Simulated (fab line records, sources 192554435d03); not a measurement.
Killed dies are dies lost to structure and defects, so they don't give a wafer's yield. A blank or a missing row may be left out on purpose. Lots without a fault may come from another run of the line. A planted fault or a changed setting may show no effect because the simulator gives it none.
A sampling plan put to the test | flow n5_finfet | one fab line, 33 faults that these records tell of, each judged on the records of the lots that it struck; 2 more are left out, because the records don't allow judging them
The plan is the line's own looks: the steps of the route at which a gauge or an inspection reads the wafer and doesn't change it. A look can be judged if struck wafers have a number there and the file gives its usual mean and standard deviation on fault-free wafers. Caught: at a look after the fault's first step, the mean of the struck wafers lies 4 or more of those standard deviations (sigma) from the usual mean. On the tool: the same test on the tool's own readings at the fault's steps. Another recipe on the struck wafers, or a record that is blank for them alone, also counts as caught.

THE FAULTS, as the simulator had put them in
1. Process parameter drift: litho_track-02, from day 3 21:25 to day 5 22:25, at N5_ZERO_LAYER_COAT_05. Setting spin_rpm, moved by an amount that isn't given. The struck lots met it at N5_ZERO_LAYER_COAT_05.
2. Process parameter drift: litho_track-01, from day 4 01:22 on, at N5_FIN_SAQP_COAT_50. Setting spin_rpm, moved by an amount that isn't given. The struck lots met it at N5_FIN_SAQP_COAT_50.
3. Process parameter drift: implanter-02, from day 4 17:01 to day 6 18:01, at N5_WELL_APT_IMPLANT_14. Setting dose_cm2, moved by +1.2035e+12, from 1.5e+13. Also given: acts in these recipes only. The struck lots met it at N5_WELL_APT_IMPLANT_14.
4. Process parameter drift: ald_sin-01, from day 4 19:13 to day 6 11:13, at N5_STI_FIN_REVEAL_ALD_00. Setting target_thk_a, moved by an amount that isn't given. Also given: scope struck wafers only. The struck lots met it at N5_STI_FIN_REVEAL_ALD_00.
5. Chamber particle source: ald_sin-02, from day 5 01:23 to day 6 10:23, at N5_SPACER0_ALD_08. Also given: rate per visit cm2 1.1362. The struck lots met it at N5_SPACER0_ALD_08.
6. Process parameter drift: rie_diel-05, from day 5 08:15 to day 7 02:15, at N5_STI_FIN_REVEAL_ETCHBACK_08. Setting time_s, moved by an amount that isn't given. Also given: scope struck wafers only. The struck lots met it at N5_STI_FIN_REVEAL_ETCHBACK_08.
7. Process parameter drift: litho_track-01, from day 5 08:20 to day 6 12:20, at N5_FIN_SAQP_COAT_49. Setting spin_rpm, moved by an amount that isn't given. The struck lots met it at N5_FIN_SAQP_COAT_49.
8. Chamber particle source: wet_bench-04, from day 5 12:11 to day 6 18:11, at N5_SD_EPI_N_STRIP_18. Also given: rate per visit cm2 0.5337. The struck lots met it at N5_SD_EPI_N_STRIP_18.
9. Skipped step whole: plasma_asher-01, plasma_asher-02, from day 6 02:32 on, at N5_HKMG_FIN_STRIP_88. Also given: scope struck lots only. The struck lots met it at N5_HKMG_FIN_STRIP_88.
10. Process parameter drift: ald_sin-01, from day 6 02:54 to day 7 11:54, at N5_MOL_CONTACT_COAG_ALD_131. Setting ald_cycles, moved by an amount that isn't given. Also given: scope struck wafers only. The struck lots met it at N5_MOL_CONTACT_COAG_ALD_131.
11. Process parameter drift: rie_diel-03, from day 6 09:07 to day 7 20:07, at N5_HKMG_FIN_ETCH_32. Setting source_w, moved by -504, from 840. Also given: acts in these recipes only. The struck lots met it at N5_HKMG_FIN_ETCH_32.
12. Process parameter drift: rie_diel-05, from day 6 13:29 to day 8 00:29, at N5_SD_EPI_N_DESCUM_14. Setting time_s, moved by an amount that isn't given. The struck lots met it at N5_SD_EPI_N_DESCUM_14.
13. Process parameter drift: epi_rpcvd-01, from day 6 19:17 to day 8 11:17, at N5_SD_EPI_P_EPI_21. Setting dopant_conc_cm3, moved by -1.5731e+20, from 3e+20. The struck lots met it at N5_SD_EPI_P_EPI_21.
14. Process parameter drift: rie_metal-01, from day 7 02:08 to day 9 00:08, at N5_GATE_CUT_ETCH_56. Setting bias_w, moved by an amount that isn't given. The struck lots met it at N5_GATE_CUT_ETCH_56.
15. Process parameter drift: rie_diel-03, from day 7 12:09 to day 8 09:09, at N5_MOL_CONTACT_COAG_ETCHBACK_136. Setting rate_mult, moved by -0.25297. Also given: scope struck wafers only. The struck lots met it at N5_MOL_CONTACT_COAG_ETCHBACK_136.
16. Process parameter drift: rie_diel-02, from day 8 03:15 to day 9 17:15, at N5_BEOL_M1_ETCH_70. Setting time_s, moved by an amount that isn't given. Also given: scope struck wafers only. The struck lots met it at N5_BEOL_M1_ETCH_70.
17. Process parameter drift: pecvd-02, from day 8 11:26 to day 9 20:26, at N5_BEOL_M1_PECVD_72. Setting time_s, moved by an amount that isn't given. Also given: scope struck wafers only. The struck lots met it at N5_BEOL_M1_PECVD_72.
18. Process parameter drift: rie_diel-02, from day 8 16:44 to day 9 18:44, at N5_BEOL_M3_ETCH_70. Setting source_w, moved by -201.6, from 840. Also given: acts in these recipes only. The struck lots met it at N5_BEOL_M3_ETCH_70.
19. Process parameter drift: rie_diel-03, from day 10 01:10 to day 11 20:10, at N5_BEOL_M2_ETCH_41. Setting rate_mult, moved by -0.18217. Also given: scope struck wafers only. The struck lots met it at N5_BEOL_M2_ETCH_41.
20. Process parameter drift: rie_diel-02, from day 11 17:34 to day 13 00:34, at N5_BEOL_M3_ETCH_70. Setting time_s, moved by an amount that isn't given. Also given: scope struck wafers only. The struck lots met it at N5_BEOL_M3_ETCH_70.
21. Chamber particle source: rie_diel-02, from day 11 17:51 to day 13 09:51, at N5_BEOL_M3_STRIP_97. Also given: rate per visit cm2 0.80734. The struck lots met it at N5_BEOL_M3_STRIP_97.
22. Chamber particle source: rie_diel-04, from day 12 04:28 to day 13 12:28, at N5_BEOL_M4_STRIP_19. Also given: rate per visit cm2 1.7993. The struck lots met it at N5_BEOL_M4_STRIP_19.
23. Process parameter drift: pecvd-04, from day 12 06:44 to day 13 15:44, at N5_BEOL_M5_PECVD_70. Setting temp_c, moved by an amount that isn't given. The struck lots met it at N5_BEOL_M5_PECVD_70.
24. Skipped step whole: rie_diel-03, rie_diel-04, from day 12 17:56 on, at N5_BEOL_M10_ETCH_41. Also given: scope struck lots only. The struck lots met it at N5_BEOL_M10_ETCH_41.
25. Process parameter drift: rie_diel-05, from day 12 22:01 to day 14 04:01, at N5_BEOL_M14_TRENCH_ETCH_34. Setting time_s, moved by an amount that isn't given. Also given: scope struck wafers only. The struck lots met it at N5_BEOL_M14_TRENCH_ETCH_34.
26. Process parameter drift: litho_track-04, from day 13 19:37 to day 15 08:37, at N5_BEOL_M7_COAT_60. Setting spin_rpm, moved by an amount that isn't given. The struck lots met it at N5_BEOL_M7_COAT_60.
27. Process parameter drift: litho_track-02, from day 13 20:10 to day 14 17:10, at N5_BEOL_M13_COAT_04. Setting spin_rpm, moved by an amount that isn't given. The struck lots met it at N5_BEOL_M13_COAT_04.
28. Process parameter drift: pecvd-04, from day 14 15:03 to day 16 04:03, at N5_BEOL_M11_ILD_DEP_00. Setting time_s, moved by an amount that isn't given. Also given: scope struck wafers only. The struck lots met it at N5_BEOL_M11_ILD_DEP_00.
29. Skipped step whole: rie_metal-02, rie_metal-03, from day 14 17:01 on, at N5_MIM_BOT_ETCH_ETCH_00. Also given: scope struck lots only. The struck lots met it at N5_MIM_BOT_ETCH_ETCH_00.
30. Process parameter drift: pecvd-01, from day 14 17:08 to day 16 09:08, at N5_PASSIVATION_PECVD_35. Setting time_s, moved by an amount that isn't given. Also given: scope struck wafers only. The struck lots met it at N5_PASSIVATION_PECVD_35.
31. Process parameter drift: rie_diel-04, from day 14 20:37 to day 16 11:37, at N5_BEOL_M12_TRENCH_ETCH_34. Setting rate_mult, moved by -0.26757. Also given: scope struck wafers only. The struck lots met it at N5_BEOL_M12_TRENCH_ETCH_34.
32. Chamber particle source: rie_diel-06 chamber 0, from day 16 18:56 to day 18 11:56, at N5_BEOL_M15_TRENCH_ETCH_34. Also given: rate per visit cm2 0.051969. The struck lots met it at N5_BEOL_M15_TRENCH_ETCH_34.
33. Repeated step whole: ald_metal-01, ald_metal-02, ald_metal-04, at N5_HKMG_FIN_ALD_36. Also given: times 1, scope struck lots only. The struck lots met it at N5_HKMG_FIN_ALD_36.

WHAT THE PLAN SAW
fault | on the tool itself                               | first look that catches it                      | reading, sigma                                  | median hours from its first step to that look | hours from the fault's start to the first struck lot there | judged looks passed uncaught
1     | spin_speed_rpm +56 sigma                         | none of the 2 looks that can be judged after it | -                                               | -                                             | -                                                          | 2
2     | spin_speed_rpm -99 or beyond sigma               | no look after it can be judged                  | -                                               | -                                             | -                                                          | 0
3     | dose_ions_cm2 +71 sigma                          | N5_BEOL_M4_RC_MEAS_101                          | RS_NWELL -6.3                                   | 195.3                                         | 197                                                        | 0
4     | under 2 sigma                                    | not the one look that can be judged after it    | -                                               | -                                             | -                                                          | 1
5     | under 2 sigma                                    | N5_SPACER0_INSPECT_04                           | raw_defect_count +25                            | 0.2                                           | 7                                                          | 0
6     | under 2 sigma                                    | N5_STI_FIN_REVEAL_FIN_H_MEAS_10                 | trench_depth_nm -7.9                            | 2.9                                           | 19                                                         | 0
7     | spin_speed_rpm +99 or beyond sigma               | not the one look that can be judged after it    | -                                               | -                                             | -                                                          | 1
8     | no reading that can be judged                    | N5_SD_EPI_N_INSPECT_26                          | raw_defect_count +9.0                           | 3.2                                           | 13                                                         | 0
9     | the tool's record is blank for the struck wafers | no look after it can be judged                  | -                                               | -                                             | -                                                          | 0
10    | under 2 sigma                                    | not the one look that can be judged after it    | -                                               | -                                             | -                                                          | 1
11    | rf_fwd_power_W -99 or beyond sigma               | not the one look that can be judged after it    | -                                               | -                                             | -                                                          | 1
12    | under 2 sigma                                    | not the one look that can be judged after it    | -                                               | -                                             | -                                                          | 1
13    | no reading that can be judged                    | N5_SD_ACTIVATION_RS_MEAS_03                     | RS_SD_P +71                                     | 3.4                                           | 8                                                          | 0
14    | bias_w +99 or beyond sigma                       | not the one look that can be judged after it    | -                                               | -                                             | -                                                          | 1
15    | under 2 sigma                                    | none of the 2 looks that can be judged after it | strongest: SS_P at N5_BEOL_M4_RC_MEAS_101, -2.8 | -                                             | -                                                          | 2
16    | run_length_s +54 sigma                           | not the one look that can be judged after it    | -                                               | -                                             | -                                                          | 1
17    | under 2 sigma                                    | not the one look that can be judged after it    | -                                               | -                                             | -                                                          | 1
18    | rf_fwd_power_W -70 sigma                         | not the one look that can be judged after it    | -                                               | -                                             | -                                                          | 1
19    | under 2 sigma                                    | not the one look that can be judged after it    | -                                               | -                                             | -                                                          | 1
20    | run_length_s +66 sigma                           | not the one look that can be judged after it    | -                                               | -                                             | -                                                          | 1
21    | under 2 sigma                                    | no look after it can be judged                  | -                                               | -                                             | -                                                          | 0
22    | under 2 sigma                                    | N5_BEOL_M4_INSPECT_30                           | raw_defect_count +14                            | 0.5                                           | 3                                                          | 0
23    | susceptor_temp_C +16 sigma                       | no look after it can be judged                  | -                                               | -                                             | -                                                          | 0
24    | the tool's record is blank for the struck wafers | no look after it can be judged                  | -                                               | -                                             | -                                                          | 0
25    | under 2 sigma                                    | N5_BEOL_M15_RC_MEAS_101                         | COMB_M11 +4.2                                   | 12.0                                          | 42                                                         | 0
26    | spin_speed_rpm -99 or beyond sigma               | no look after it can be judged                  | -                                               | -                                             | -                                                          | 0
27    | spin_speed_rpm -99 or beyond sigma               | no look after it can be judged                  | -                                               | -                                             | -                                                          | 0
28    | run_length_s +61 sigma                           | N5_BEOL_M11_THK_MEAS_01                         | M11_ILD_THK +35                                 | 0.6                                           | 6                                                          | 0
29    | the tool's record is blank for the struck wafers | no look after it can be judged                  | -                                               | -                                             | -                                                          | 0
30    | run_length_s -84 sigma                           | none of the 3 looks that can be judged after it | -                                               | -                                             | -                                                          | 3
31    | only faintly: oes_product_au -3.7 sigma          | N5_BEOL_M12_OCD_MEAS_35                         | trench_depth_nm -16                             | 0.2                                           | 23                                                         | 0
32    | under 2 sigma                                    | not the one look that can be judged after it    | -                                               | -                                             | -                                                          | 1
33    | under 2 sigma                                    | N5_BEOL_M4_RC_MEAS_101                          | IOFF_P +11                                      | 115.8                                         | -                                                          | 0
A dash: the fault isn't caught, or these records don't give the number.

Caught at a look: 10 of 33. Caught on the tool: 17 of 33. By one or the other: 25 of 33.
Caught on the tool alone: faults 1, 2, 7, 9, 11, 14, 16, 18, 20, 23, 24, 26, 27, 29, 30.
Caught at a look alone: faults 5, 6, 8, 13, 22, 25, 31, 33.
Caught by neither: faults 4, 10, 12, 15, 17, 19, 21, 32.

THINNER SAMPLING
If the look that catches a fault measured only every second or every third lot, by lot number, the first struck lot would be measured this late in the worst case:
fault | struck lots at that look, in order of time | every lot | every second lot | every third lot
3     | L318, L324                                 | 197 h     | may miss all 2   | may miss all 2
5     | L953, L956                                 | 7 h       | 30 h             | may miss all 2
6     | L611, L613                                 | 19 h      | may miss all 2   | may miss all 2
8     | L591, L592                                 | 13 h      | 24 h             | may miss all 2
13    | L886, L888, L891                           | 8 h       | 33 h             | may miss all 3
22    | L191, L193, L192                           | 3 h       | 11 h             | 11 h
25    | L511                                       | 42 h      | may miss it      | may miss it
28    | L457, L459                                 | 6 h       | may miss all 2   | may miss all 2
31    | L692                                       | 23 h      | may miss it      | may miss it
Hours are from the fault's start to the first struck lot that is measured. The limit of 4 sigma was tested on all struck wafers together, so one lot alone may lie under it. Other struck lots may not be in these records.

THE LONGEST TIMED WAY FROM STEP TO LOOK
Fault 3: a median of 195.3 hours passes between N5_WELL_APT_IMPLANT_14 and N5_BEOL_M4_RC_MEAS_101. No look between them can be judged.
